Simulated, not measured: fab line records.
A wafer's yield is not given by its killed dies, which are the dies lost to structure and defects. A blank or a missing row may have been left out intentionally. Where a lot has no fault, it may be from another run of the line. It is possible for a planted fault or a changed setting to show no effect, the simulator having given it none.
fab line records + flow nand_harc
record
- lots=7
- wafers=21
- last_day=26
route steps=1159 shown P_CONTACT@249 P_M0@253 END@1159
lots with no fault: from the same line, run without faults
start_h: hours from the record's first day to the start of the lot's first wafer shown + wait_h: hours from the lot's prior step to this one + " unchanged from the row above + L1.1+2: a single row standing in for several wafers + - no value present, or no start provided + * or withheld: withheld + < > ~ a bound
route shown NAME@n: a module of which the file shows steps, and the number in the route of the first + usual: mean and standard deviation over wafers with no fault + same: alike in all rows + chamber/n: place in a boat + sites: the reading at each site + _std_site: the values' standard deviation + _edge_site: the outer-site mean with the inner-site mean subtracted + radius_mm: how far each site lies from the wafer's centre + mask NAME#n: copy n + behind: the most recent tool/chamber to have shaped the wafer + hold: why the lot was held/for how many hours/how that ended + device: the n, p or np transistor that did not switch + end of line: at the end of the route, the tests of the same wafers + a step given without rows: its recipe and nothing more + killed: the dies lost at the first sort to structure and to defects; this is not the yield of the wafer + map: per-die view of a wafer (x killed, . not killed, _ where there is no die)
set.NAME: the run value of the setting; set.NAME@STEP: its run value at that earlier step + model.NAME: the simulator's own value behind a step, which no gauge read
certain route steps with their lots: each step a table, each wafer a row
services: the hour from which a tool's chamber was out of use, counted from the record's first day as start_h (under 0 if before that day), plus the number of hours and why
## steps
# step NHARC_P_CONTACT_CMP_24
# recipe
- t_overpolish_s=30
- target_thk_nm=200
# usual
- motor_current_A=12.1/1.2
- overpolish_run_s=30.000/0.0081
- time_to_endpoint_s=40.6/2.6
| lot.wafer | tool   | chamber | start_h | wait_h | motor_current_A | overpolish_run_s | time_to_endpoint_s |
|-----------|--------|---------|---------|--------|-----------------|------------------|--------------------|
| L343.3    | cmp-01 | 1       | 174.09  | 0.4    | 12.6            | 30.002           | 39.0               |
| L343.2    | "      | 3       | "       | "      | 13.1            | 30.007           | 43.5               |
| L343.5    | "      | 1       | "       | "      | 12.2            | 29.988           | 42.9               |
| L346.2    | cmp-04 | 1       | 188.76  | 0.6    | 11.8            | 29.998           | 47.4               |
| L346.3    | "      | 2       | "       | "      | 12.8            | 30.010           | 44.7               |
| L346.1    | "      | 0       | "       | "      | 11.8            | 30.003           | 43.1               |
| L345.1    | cmp-01 | 0       | 188.88  | 0.5    | 12.4            | 30.001           | 38.8               |
| L345.3    | "      | 1       | "       | "      | 12.6            | 30.004           | 38.1               |
| L345.2    | "      | 3       | "       | "      | 13.6            | 30.006           | 37.9               |
| L351.3    | cmp-01 | 2       | 199.71  | 0.3    | 11.6            | 30.004           | 42.3               |
| L351.4    | "      | 0       | "       | "      | 12.9            | 29.997           | 36.9               |
| L351.5    | "      | 2       | "       | "      | 11.2            | 29.987           | 40.6               |
| L354.3    | cmp-01 | 1       | 209.03  | 0.5    | 12.7            | 29.996           | 40.0               |
| L354.6    | "      | 2       | "       | "      | 11.1            | 30.007           | 40.5               |
| L354.5    | "      | 3       | "       | "      | 13.2            | 30.012           | 40.9               |
| L355.3    | cmp-03 | 2       | 212.24  | 0.3    | 11.5            | 30.000           | 41.1               |
| L355.1    | "      | 1       | "       | "      | 10.7            | 30.002           | 41.4               |
| L355.6    | "      | 2       | "       | "      | 11.5            | 30.020           | 41.8               |
| L357.2    | cmp-01 | 2       | 216.67  | 0.6    | 11.6            | 30.000           | 39.3               |
| L357.3    | "      | 0       | "       | "      | 12.3            | 30.001           | 38.2               |
| L357.1    | "      | 1       | "       | "      | 12.5            | 29.989           | 35.0               |
# step NHARC_P_CONTACT_SRD_26
# step NHARC_P_CONTACT_INSPECT_27
# usual
- raw_defect_count=275/90
| lot.wafer | tool              | chamber | start_h | wait_h | raw_defect_count |
|-----------|-------------------|---------|---------|--------|------------------|
| L343.2    | defect_inspect-01 | -       | 174.50  | 0.1    | 298              |
| L343.3    | "                 | -       | "       | "      | 245              |
| L343.5    | "                 | -       | "       | "      | 225              |
| L346.1    | defect_inspect-02 | -       | 189.16  | 0.1    | 221              |
| L346.2    | "                 | -       | "       | "      | 299              |
| L346.3    | "                 | -       | "       | "      | 501              |
| L345.1    | defect_inspect-01 | -       | 189.28  | 0.1    | 133              |
| L345.2    | "                 | -       | "       | "      | 185              |
| L345.3    | "                 | -       | "       | "      | 209              |
| L351.3    | defect_inspect-02 | -       | 200.12  | 0.1    | 256              |
| L351.4    | "                 | -       | "       | "      | 144              |
| L351.5    | "                 | -       | "       | "      | 200              |
| L354.3    | defect_inspect-01 | -       | 209.36  | 0.1    | 173              |
| L354.5    | "                 | -       | "       | "      | 339              |
| L354.6    | "                 | -       | "       | "      | 258              |
| L355.1    | defect_inspect-01 | -       | 212.65  | 0.1    | 287              |
| L355.3    | "                 | -       | "       | "      | 326              |
| L355.6    | "                 | -       | "       | "      | 302              |
| L357.1    | defect_inspect-02 | -       | 217.10  | 0.1    | 381              |
| L357.2    | "                 | -       | "       | "      | 245              |
| L357.3    | "                 | -       | "       | "      | 335              |
# step NHARC_P_M0_DEP_00
# recipe
- target_thk_a=1500
- target_thk_nm=150
- temp_c=withheld
- pressure_torr=5
- flow_sccm=200
- rf_w=600
- material=SiOC
# step NHARC_P_M0_DEHYDRATE_01
# recipe
- temp_c=150
- time_s=120
# step NHARC_P_M0_HMDS_02
# recipe
- time_s=30
# step NHARC_P_M0_COAT_33
# recipe
- temp_c=200
- time_s=65
# step NHARC_P_M0_COAT_03
# recipe
- spin_rpm=1500
- resist_thk_nm=90
# step NHARC_P_M0_SOFTBAKE_04
# recipe
- temp_c=105
- time_s=55
# step NHARC_P_M0_EBR_05
# step NHARC_P_M0_EXPOSE_06
# recipe
- na=1.35
- target_cd_nm=90
- dose_mj=81.28
- mask_id=P_M0
# step NHARC_P_M0_PEB_07
# recipe
- peb_temp_c=100
- peb_time_s=65
# usual
- resist_line_temp_C=22.98/0.1
| lot.wafer | tool           | chamber | start_h | wait_h | resist_line_temp_C |
|-----------|----------------|---------|---------|--------|--------------------|
| L343.2    | litho_track-01 | 0       | 175.28  | 0.1    | 22.87              |
| L343.3    | "              | 0       | "       | "      | 22.91              |
| L343.5    | "              | 0       | "       | "      | 22.82              |
| L346.1    | litho_track-01 | 0       | 190.07  | 0.1    | 22.98              |
| L346.2    | "              | 0       | "       | "      | 23.12              |
| L346.3    | "              | 0       | "       | "      | 23.01              |
| L345.1    | litho_track-01 | 0       | 190.35  | 0.1    | 22.85              |
| L345.2    | "              | 0       | "       | "      | 22.90              |
| L345.3    | "              | 0       | "       | "      | 22.74              |
| L351.3    | litho_track-01 | 0       | 200.85  | 0.0    | 23.17              |
| L351.4    | "              | 0       | "       | "      | 23.13              |
| L351.5    | "              | 0       | "       | "      | 23.01              |
| L354.3    | litho_track-06 | 0       | 210.18  | 0.0    | 23.08              |
| L354.5    | "              | 0       | "       | "      | 23.11              |
| L354.6    | "              | 0       | "       | "      | 23.17              |
| L355.1    | litho_track-06 | 0       | 213.47  | 0.1    | 23.11              |
| L355.3    | "              | 0       | "       | "      | 23.16              |
| L355.6    | "              | 0       | "       | "      | 23.06              |
| L357.1    | litho_track-04 | 0       | 217.91  | 0.1    | 22.91              |
| L357.2    | "              | 0       | "       | "      | 22.88              |
| L357.3    | "              | 0       | "       | "      | 22.93              |
# step NHARC_P_M0_DEVELOP_08
# recipe
- develop_time_s=35
- dev_temp_c=23
# step NHARC_P_M0_CD_MEAS_09
# recipe
- target_cd_nm=90
- landing_energy_ev=500
# usual
- cd_nm=90.0/0.53
# same
- landing_energy_ev=500
| lot.wafer | tool      | chamber | start_h | wait_h | cd_nm |
|-----------|-----------|---------|---------|--------|-------|
| L343.2    | cd_sem-03 | 0       | 175.36  | -      | 89.6  |
| L343.3    | "         | 0       | "       | "      | 89.2  |
| L343.5    | "         | 0       | "       | "      | 89.4  |
| L346.1    | cd_sem-03 | 0       | 190.15  | -      | 93.9  |
| L346.2    | "         | 0       | "       | "      | 90.2  |
| L346.3    | "         | 0       | "       | "      | 93.8  |
| L345.1    | cd_sem-03 | 0       | 190.43  | -      | 94.5  |
| L345.2    | "         | 0       | "       | "      | 90.1  |
| L345.3    | "         | 0       | "       | "      | 94.3  |
| L351.3    | cd_sem-02 | 0       | 200.94  | -      | 93.2  |
| L351.4    | "         | 0       | "       | "      | 93.4  |
| L351.5    | "         | 0       | "       | "      | 89.8  |
| L354.3    | cd_sem-02 | 0       | 210.27  | -      | 90.7  |
| L354.5    | "         | 0       | "       | "      | 90.1  |
| L354.6    | "         | 0       | "       | "      | 90.5  |
| L355.1    | cd_sem-02 | 0       | 213.55  | -      | 89.7  |
| L355.3    | "         | 0       | "       | "      | 90.2  |
| L355.6    | "         | 0       | "       | "      | 89.8  |
| L357.1    | cd_sem-01 | 0       | 217.99  | -      | 90.3  |
| L357.2    | "         | 0       | "       | "      | 91.0  |
| L357.3    | "         | 0       | "       | "      | 90.8  |
# step NHARC_P_M0_OVL_MEAS_10
# recipe
- pitch_nm=180
# usual
- overlay_x_nm=-0.3/0.86
- overlay_y_nm=0.2/0.72
| lot.wafer | tool       | chamber | start_h | wait_h | overlay_x_nm | overlay_y_nm |
|-----------|------------|---------|---------|--------|--------------|--------------|
| L343.2    | overlay-01 | -       | 175.45  | -      | 0.0          | -0.3         |
| L343.3    | "          | -       | "       | "      | 0.2          | -0.9         |
| L343.5    | "          | -       | "       | "      | 0.6          | -0.9         |
| L346.1    | overlay-01 | -       | 190.25  | -      | 0.1          | -0.2         |
| L346.2    | "          | -       | "       | "      | -0.6         | 0.1          |
| L346.3    | "          | -       | "       | "      | -1.1         | -0.4         |
| L345.1    | overlay-01 | -       | 190.52  | -      | 1.3          | -0.2         |
| L345.2    | "          | -       | "       | "      | 1.6          | -0.8         |
| L345.3    | "          | -       | "       | "      | 1.3          | -0.7         |
| L351.3    | overlay-01 | -       | 201.02  | -      | 0.5          | -0.4         |
| L351.4    | "          | -       | "       | "      | 0.6          | 0.3          |
| L351.5    | "          | -       | "       | "      | 0.3          | -0.5         |
| L354.3    | overlay-01 | -       | 210.35  | -      | 0.6          | 0.3          |
| L354.5    | "          | -       | "       | "      | 0.7          | -0.1         |
| L354.6    | "          | -       | "       | "      | 0.5          | 0.5          |
| L355.1    | overlay-01 | -       | 213.64  | -      | -0.6         | 0.6          |
| L355.3    | "          | -       | "       | "      | -1.1         | 1.2          |
| L355.6    | "          | -       | "       | "      | -0.6         | 0.3          |
| L357.1    | overlay-01 | -       | 218.08  | -      | 0.7          | 1.5          |
| L357.2    | "          | -       | "       | "      | 1.2          | 1.0          |
| L357.3    | "          | -       | "       | "      | 0.6          | 1.1          |
# step NHARC_P_M0_INSPECT_11
# usual
- raw_defect_count=3.7/2.3
| lot.wafer | tool              | chamber | start_h | wait_h | raw_defect_count |
|-----------|-------------------|---------|---------|--------|------------------|
| L343.2    | defect_inspect-01 | -       | 175.48  | 0.0    | 2                |
| L343.3    | "                 | -       | "       | "      | 3                |
| L343.5    | "                 | -       | "       | "      | 1                |
| L346.1    | defect_inspect-01 | -       | 190.29  | 0.0    | 2                |
| L346.2    | "                 | -       | "       | "      | 2                |
| L346.3    | "                 | -       | "       | "      | 3                |
| L345.1    | defect_inspect-02 | -       | 190.55  | 0.0    | 0                |
| L345.2    | "                 | -       | "       | "      | 3                |
| L345.3    | "                 | -       | "       | "      | 5                |
| L351.3    | defect_inspect-01 | -       | 201.06  | 0.0    | 1                |
| L351.4    | "                 | -       | "       | "      | 2                |
| L351.5    | "                 | -       | "       | "      | 2                |
| L354.3    | defect_inspect-01 | -       | 210.39  | 0.0    | 5                |
| L354.5    | "                 | -       | "       | "      | 3                |
| L354.6    | "                 | -       | "       | "      | 6                |
| L355.1    | defect_inspect-01 | -       | 213.67  | 0.0    | 8                |
| L355.3    | "                 | -       | "       | "      | 5                |
| L355.6    | "                 | -       | "       | "      | 9                |
| L357.1    | defect_inspect-01 | -       | 218.13  | 0.1    | 4                |
| L357.2    | "                 | -       | "       | "      | 5                |
| L357.3    | "                 | -       | "       | "      | 8                |
# step NHARC_P_M0_DESCUM_14
# recipe
- time_s=3
- o2_flow_sccm=200
- ar_flow_sccm=0
- bias_power_w=0
- chemistry=O2
# usual
- chamber_pressure_mTorr=60.00/0.056
- drypump_motor_current_A=5.6/0.57
- oes_product_au=0.997/0.011
- rf_vpp_V=57.9/0.86
- showerhead_plenum_p_Torr=1.93/0.079
- throttle_valve_pct=11.312/0.0086
# same
- time_s=3
| lot.wafer | tool        | chamber | start_h | wait_h | chamber_pressure_mTorr | drypump_motor_current_A | oes_product_au | rf_hours_counter_h | rf_vpp_V | showerhead_plenum_p_Torr | throttle_valve_pct | model.P_M0.cd_nm |
|-----------|-------------|---------|---------|--------|------------------------|-------------------------|----------------|--------------------|----------|--------------------------|--------------------|------------------|
| L343.3    | rie_diel-09 | 0       | 175.56  | 0.1    | 60.08                  | 6.2                     | 1.006          | 4.2                | 57.1     | 1.87                     | 11.316             | 89.21            |
| L343.2    | "           | 1       | "       | "      | 60.20                  | 6.3                     | 0.982          | 3.6                | 57.5     | 2.03                     | 11.322             | 89.15            |
| L343.5    | "           | 3       | "       | "      | 60.01                  | 5.0                     | 1.019          | -                  | 56.9     | 1.88                     | 11.302             | 89.36            |
| L346.2    | rie_diel-08 | 2       | 190.35  | 0.1    | 59.94                  | 5.8                     | 1.010          | 5.1                | 58.1     | 1.85                     | 11.328             | 89.77            |
| L346.1    | "           | 0       | "       | "      | 60.01                  | 5.5                     | 0.987          | 3.3                | 57.7     | 1.95                     | 11.307             | 93.25            |
| L346.3    | "           | 1       | "       | "      | 60.01                  | 5.4                     | 1.003          | 4.2                | 58.0     | 2.03                     | 11.315             | 93.81            |
| L345.3    | rie_diel-09 | 1       | 190.62  | 0.1    | 60.03                  | 6.3                     | 0.980          | 4.0                | 59.6     | 2.03                     | 11.312             | 94.24            |
| L345.2    | "           | 3       | "       | "      | 59.97                  | 5.0                     | 1.003          | 4.3                | 58.2     | 1.88                     | 11.309             | 90.31            |
| L345.1    | "           | 0       | "       | "      | 59.97                  | 6.2                     | 1.002          | 4.6                | 57.2     | 1.87                     | 11.323             | 94.7             |
| L351.4    | rie_diel-08 | 3       | 201.13  | 0.1    | 60.01                  | 5.8                     | 1.023          | 4.7                | 57.9     | 1.88                     | 11.310             | 93.1             |
| L351.3    | "           | 0       | "       | "      | 60.03                  | 5.5                     | 0.992          | 3.7                | 58.2     | 1.95                     | 11.313             | 92.65            |
| L351.5    | "           | 1       | "       | "      | 60.04                  | 5.3                     | 1.005          | -                  | 59.3     | 2.03                     | 11.309             | 90.17            |
| L354.3    | rie_diel-08 | 0       | 210.46  | 0.1    | 60.03                  | 5.5                     | 0.989          | 4.4                | 57.7     | 1.95                     | 11.311             | 90.62            |
| L354.6    | "           | 2       | "       | "      | 59.96                  | 5.8                     | 1.000          | -                  | 57.7     | 1.85                     | 11.289             | 90.52            |
| L354.5    | "           | 3       | "       | "      | 60.05                  | 5.9                     | 1.010          | -                  | 56.2     | 1.88                     | 11.304             | 90.09            |
| L355.3    | rie_diel-03 | 1       | 213.75  | 0.1    | 60.09                  | 6.1                     | 0.999          | 11.8               | 57.6     | 1.84                     | 11.299             | 90.44            |
| L355.1    | "           | 2       | "       | "      | 60.09                  | 6.8                     | 0.991          | 11.4               | 57.5     | 2.02                     | 11.305             | 90.41            |
| L355.6    | "           | 3       | "       | "      | 60.02                  | 5.1                     | 1.001          | -                  | 57.8     | 1.82                     | 11.318             | 89.74            |
| L357.2    | rie_diel-09 | 2       | 218.20  | 0.1    | 59.99                  | 5.2                     | 0.986          | 7.1                | 58.0     | 1.95                     | 11.318             | 90.95            |
| L357.3    | "           | 3       | "       | "      | 60.11                  | 5.0                     | 1.001          | 7.5                | 58.6     | 1.88                     | 11.312             | 90.56            |
| L357.1    | "           | 1       | "       | "      | 59.99                  | 6.3                     | 0.980          | 7.0                | 57.7     | 2.03                     | 11.307             | 90.27            |
# step NHARC_P_M0_ETCH_34
# recipe
- target_depth_a=400
- overetch_a=120
- time_s=43.94
- ion_energy_ev=200
- n2_flow_sccm=150
- h2_flow_sccm=150
- ar_flow_sccm=0
- rf_w=400
- bias_w=150
- chemistry=N2/H2
# usual
- chamber_pressure_mTorr=29.998/0.026
- drypump_motor_current_A=5.7/0.57
- oes_product_au=0.998/0.011
- rf_vpp_V=431.0/2.4
- showerhead_plenum_p_Torr=2.06/0.084
- throttle_valve_pct=14.171/0.008
# same
- time_s=43.94
| lot.wafer | tool        | chamber | start_h | wait_h | chamber_pressure_mTorr | drypump_motor_current_A | oes_product_au | rf_hours_counter_h | rf_vpp_V | showerhead_plenum_p_Torr | throttle_valve_pct |
|-----------|-------------|---------|---------|--------|------------------------|-------------------------|----------------|--------------------|----------|--------------------------|--------------------|
| L343.3    | rie_diel-09 | 3       | 175.63  | 0.1    | 29.994                 | 5.0                     | 1.022          | 3.9                | 429.3    | 2.00                     | 14.170             |
| L343.2    | "           | 1       | "       | "      | 29.999                 | 6.3                     | 0.991          | 3.7                | 434.4    | 2.17                     | 14.181             |
| L343.5    | "           | 3       | "       | "      | 30.043                 | 5.1                     | 1.020          | -                  | 430.3    | 2.00                     | 14.180             |
| L346.2    | rie_diel-08 | 2       | 190.45  | 0.1    | 29.945                 | 5.8                     | 1.011          | 5.1                | 429.7    | 1.97                     | 14.178             |
| L346.1    | "           | 0       | "       | "      | 30.078                 | 5.5                     | 0.994          | 3.3                | 431.8    | 2.08                     | 14.179             |
| L346.3    | "           | 1       | "       | "      | 29.964                 | 5.4                     | 1.004          | 4.2                | 432.8    | 2.16                     | 14.172             |
| L345.3    | rie_diel-09 | 2       | 190.70  | 0.1    | 29.958                 | 5.3                     | 0.975          | 3.8                | 431.8    | 2.08                     | 14.160             |
| L345.1    | "           | 0       | "       | "      | 29.956                 | 6.2                     | 1.008          | 4.6                | 430.0    | 1.99                     | 14.177             |
| L345.2    | "           | 1       | "       | "      | 30.011                 | 6.3                     | 0.987          | 4.0                | 434.2    | 2.17                     | 14.175             |
| L351.4    | rie_diel-08 | 0       | 201.21  | 0.1    | 30.036                 | 5.5                     | 0.982          | 3.7                | 431.7    | 2.08                     | 14.168             |
| L351.3    | "           | 2       | "       | "      | 29.963                 | 5.9                     | 0.998          | 5.6                | 430.0    | 1.97                     | 14.167             |
| L351.5    | "           | 3       | "       | "      | 30.043                 | 5.8                     | 1.004          | -                  | 430.7    | 2.00                     | 14.171             |
| L354.3    | rie_diel-08 | 1       | 210.54  | 0.1    | 30.020                 | 5.3                     | 1.003          | 5.5                | 433.0    | 2.16                     | 14.170             |
| L354.5    | "           | 3       | "       | "      | 29.985                 | 5.9                     | 1.015          | -                  | 430.0    | 2.00                     | 14.170             |
| L354.6    | "           | 0       | "       | "      | 29.992                 | 5.5                     | 0.997          | -                  | 431.6    | 2.08                     | 14.158             |
| L355.3    | rie_diel-03 | 1       | 213.82  | 0.1    | 30.006                 | 6.1                     | 1.007          | 11.8               | 427.8    | 1.96                     | 14.186             |
| L355.1    | "           | 3       | "       | "      | 29.976                 | 5.1                     | 0.997          | 8.4                | 428.8    | 1.94                     | 14.182             |
| L355.6    | "           | 1       | "       | "      | 29.982                 | 6.1                     | 0.997          | -                  | 427.6    | 1.96                     | 14.164             |
| L357.2    | rie_diel-09 | 3       | 218.29  | 0.1    | 30.012                 | 5.0                     | 1.006          | 7.5                | 428.3    | 2.00                     | 14.173             |
| L357.1    | "           | 0       | "       | "      | 29.938                 | 6.2                     | 1.007          | 7.5                | 429.9    | 1.99                     | 14.177             |
| L357.3    | "           | 1       | "       | "      | 29.983                 | 6.3                     | 0.992          | 7.1                | 435.7    | 2.17                     | 14.182             |
# step NHARC_P_M0_ETCH_15
# recipe
- target_depth_a=1500
- overetch_a=150
- time_s=82.5
- c4f8_flow_sccm=withheld
- ar_flow_sccm=400
- rf_w=600
- bias_w=300
- chemistry=C4F8/Ar
# usual
- chamber_pressure_mTorr=25.000/0.022
- oes_product_au=0.953/0.023
- rf_vpp_V=441.2/2.6
# same
- time_s=82.5
| lot.wafer | tool        | chamber | start_h | wait_h | chamber_pressure_mTorr | oes_product_au | rf_hours_counter_h | rf_vpp_V | model.P_M0.cd_nm |
|-----------|-------------|---------|---------|--------|------------------------|----------------|--------------------|----------|------------------|
| L343.2    | rie_diel-09 | 3       | -       | -      | 24.997                 | 0.970          | 4.0                | 439.6    | 89.34            |
| L343.3    | "           | 2       | "       | "      | 24.973                 | 0.935          | 3.5                | 442.2    | 89.6             |
| L343.5    | "           | 0       | "       | "      | 24.979                 | 0.981          | -                  | 439.4    | 89.77            |
| L346.3    | rie_diel-08 | 2       | -       | -      | 25.012                 | 0.965          | 5.2                | 439.4    | 93.5             |
| L346.2    | "           | 0       | "       | "      | 24.950                 | 0.955          | 3.3                | 442.2    | 89.49            |
| L346.1    | "           | 1       | "       | "      | 24.996                 | 0.961          | 4.3                | 443.6    | 92.93            |
| L345.3    | rie_diel-09 | 0       | -       | -      | 25.024                 | 0.974          | 4.7                | 439.9    | 94.5             |
| L345.2    | "           | 1       | "       | "      | 24.976                 | 0.941          | 4.1                | 445.3    | 90.48            |
| L345.1    | "           | 2       | "       | "      | 24.989                 | 0.936          | 3.8                | 441.1    | 94.62            |
| L351.3    | rie_diel-08 | 2       | -       | -      | 24.995                 | 0.964          | 5.6                | 437.9    | 92.76            |
| L351.4    | "           | 0       | "       | "      | 25.012                 | 0.958          | 3.8                | 440.9    | 93.36            |
| L351.5    | "           | 2       | "       | "      | 24.999                 | 0.959          | -                  | 439.7    | 89.7             |
| L354.3    | rie_diel-08 | 3       | -       | -      | 24.991                 | 0.977          | 5.5                | 440.0    | 90.43            |
| L354.5    | "           | 3       | "       | "      | 25.024                 | 0.975          | -                  | 439.1    | 89.8             |
| L354.6    | "           | 0       | "       | "      | 25.044                 | 0.967          | -                  | 442.4    | 91.06            |
| L355.1    | rie_diel-03 | 2       | -       | -      | 24.961                 | 0.912          | 11.5               | 443.5    | 90.8             |
| L355.3    | "           | 0       | "       | "      | 24.972                 | 0.917          | 11.4               | 444.8    | 90.44            |
| L355.6    | "           | 1       | "       | "      | 25.022                 | 0.931          | -                  | 437.8    | 89.9             |
| L357.3    | rie_diel-09 | 2       | -       | -      | 24.980                 | 0.904          | 7.1                | 440.5    | 90.36            |
| L357.1    | "           | 3       | "       | "      | 24.953                 | 0.934          | 7.5                | 438.9    | 89.66            |
| L357.2    | "           | 0       | "       | "      | 25.025                 | 0.920          | 7.5                | 439.4    | 91.12            |
# step NHARC_P_M0_CD_MEAS_16
# usual
- cd_nm=90.0/0.75
| lot.wafer | tool      | chamber | start_h | wait_h | cd_nm |
|-----------|-----------|---------|---------|--------|-------|
| L343.2    | cd_sem-02 | -       | 175.85  | -      | 89.6  |
| L343.3    | "         | -       | "       | "      | 89.9  |
| L343.5    | "         | -       | "       | "      | 90.1  |
| L346.1    | cd_sem-02 | -       | 190.69  | -      | 92.8  |
| L346.2    | "         | -       | "       | "      | 89.6  |
| L346.3    | "         | -       | "       | "      | 93.5  |
| L345.1    | cd_sem-01 | -       | 190.91  | -      | 94.6  |
| L345.2    | "         | -       | "       | "      | 90.4  |
| L345.3    | "         | -       | "       | "      | 94.3  |
| L351.3    | cd_sem-03 | -       | 201.42  | -      | 92.3  |
| L351.4    | "         | -       | "       | "      | 93.6  |
| L351.5    | "         | -       | "       | "      | 89.5  |
| L354.3    | cd_sem-01 | -       | 210.75  | -      | 90.5  |
| L354.5    | "         | -       | "       | "      | 90.0  |
| L354.6    | "         | -       | "       | "      | 90.9  |
| L355.1    | cd_sem-02 | -       | 214.03  | -      | 90.9  |
| L355.3    | "         | -       | "       | "      | 90.5  |
| L355.6    | "         | -       | "       | "      | 89.7  |
| L357.1    | cd_sem-01 | -       | 218.49  | -      | 89.5  |
| L357.2    | "         | -       | "       | "      | 91.2  |
| L357.3    | "         | -       | "       | "      | 90.5  |
# step NHARC_END_SORT_01
# recipe
- temp_c=25
# usual
- defect_limited_yield=95.1/1.7
- killed_at_array=29/11
- killed_at_other=0.5/0.85
- killed_at_periphery=3.0/2.3
- killed_dies=33/12
- killed_open=3.3/1.9
- killed_short=2.0/1.5
- sort_bin_2_pct=1.5/0.66
- sort_bin_3_pct=0.25/0.21
- sort_bin_4_pct=3.1/1.2
- sort_n_pass=644/12
- sort_rim_yield_pct=96.7/2
- sort_yield_pct=95.1/1.7
# same
- gross_dies=677
- sort_bin_5_pct[%]=0
- sort_bin_6_pct[%]=0
- sort_bin_7_pct[%]=0
- sort_bin_8_pct[%]=0
- sort_rim_n_gross=106.00
| lot.wafer | tool      | chamber | start_h | wait_h | defect_limited_yield[%] | killed_at_array | killed_at_other | killed_at_periphery | killed_dies | killed_open | killed_short | sort_bin_2_pct[%] | sort_bin_3_pct[%] | sort_bin_4_pct[%] | sort_n_pass | sort_rim_yield_pct[%] | sort_yield_pct[%] |
|-----------|-----------|---------|---------|--------|-------------------------|-----------------|-----------------|---------------------|-------------|-------------|--------------|-------------------|-------------------|-------------------|-------------|-----------------------|-------------------|
| L345.1    | prober-02 | 0       | 599.70  | 2.5    | 96.2                    | 22              | 1               | 3                   | 26          | 7           | 6            | 0.7               | 0.15              | 3.0               | 651         | 95.3                  | 96.2              |
# killed by level:class
L345.1 A_CONTACT:chamber_film_flake=5 A_SGD_CUT:chamber_film_flake=4 A_CHANNEL_FILL_D1:geometric_particle:open=3 A_CHANNEL_FILL_D1:geometric_particle:short=2 A_CONTACT:geometric_particle:short=2 A_M0:geometric_particle:open=2 P_M1:chamber_film_flake=2 P_ZERO_WELL:geometric_particle:short=1
## services
| tool        | chamber | start_h | hours | kind   |
|-------------|---------|---------|-------|--------|
| rie_diel-03 | 3       | 154.00  | 21.3  | repair |
| cmp-03      | -       | 156.00  | 4.0   | pm     |
| rie_diel-08 | 0       | 158.30  | -     | clean  |
| rie_diel-08 | 1       | 158.30  | -     | clean  |
| rie_diel-08 | 2       | 158.30  | -     | clean  |
| rie_diel-08 | 3       | 158.30  | -     | clean  |
| rie_diel-09 | 0       | 159.60  | -     | clean  |
| rie_diel-09 | 1       | 159.60  | -     | clean  |
| rie_diel-09 | 2       | 159.60  | -     | clean  |
| rie_diel-09 | 3       | 159.60  | -     | clean  |
| cmp-03      | -       | 163.08  | 0.5   | repair |
| rie_diel-08 | 0       | 169.05  | 7.6   | repair |
| cmp-01      | -       | 179.50  | 4.0   | pm     |
| rie_diel-08 | 0       | 182.80  | -     | clean  |
| rie_diel-08 | 1       | 182.80  | -     | clean  |
| rie_diel-08 | 2       | 182.80  | -     | clean  |
| rie_diel-08 | 3       | 182.80  | -     | clean  |
| rie_diel-09 | 0       | 184.10  | -     | clean  |
| rie_diel-09 | 1       | 184.10  | -     | clean  |
| rie_diel-08 | 3       | 187.23  | 4.9   | repair |
| cmp-04      | -       | 197.70  | 0.6   | repair |
| cmp-04      | -       | 203.14  | 4.0   | pm     |
| cmp-03      | -       | 205.52  | 5.8   | repair |
| rie_diel-03 | -       | 215.30  | 9.0   | pm     |
## key
first_sign
- step=NHARC_P_M0_CD_MEAS_09
- reading=cd_nm
- direction=up
- sigmas=7.3
- usual=90.0
- struck=93.8
effect
- step=NHARC_P_M0_CD_MEAS_16
- reading=cd_nm
- direction=up
- sigmas=4.6
- usual=90.0
- struck=93.5
model_effect
- step=NHARC_P_M0_DESCUM_14
- value=P_M0.cd_nm
- without=89.65
- struck=93.63
model_effect
- step=NHARC_P_M0_ETCH_15
- value=P_M0.cd_nm
- without=89.64
- struck=93.61
met_at NHARC_P_M0_PEB_07
struck_wafers L345.1,L345.3,L346.1,L346.3,L351.3,L351.4
onset_between 175.28 190.07
fault
- kind=process_parameter_drift
- tool=litho_track-01
- chamber=-
- onset_h=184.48
- steps=NHARC_P_M0_PEB_07
- channel=peb_time_s
- offset=*
- shape=step
- end_h=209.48
- scope=struck_wafers_only
- acts_in=*
- stated=*
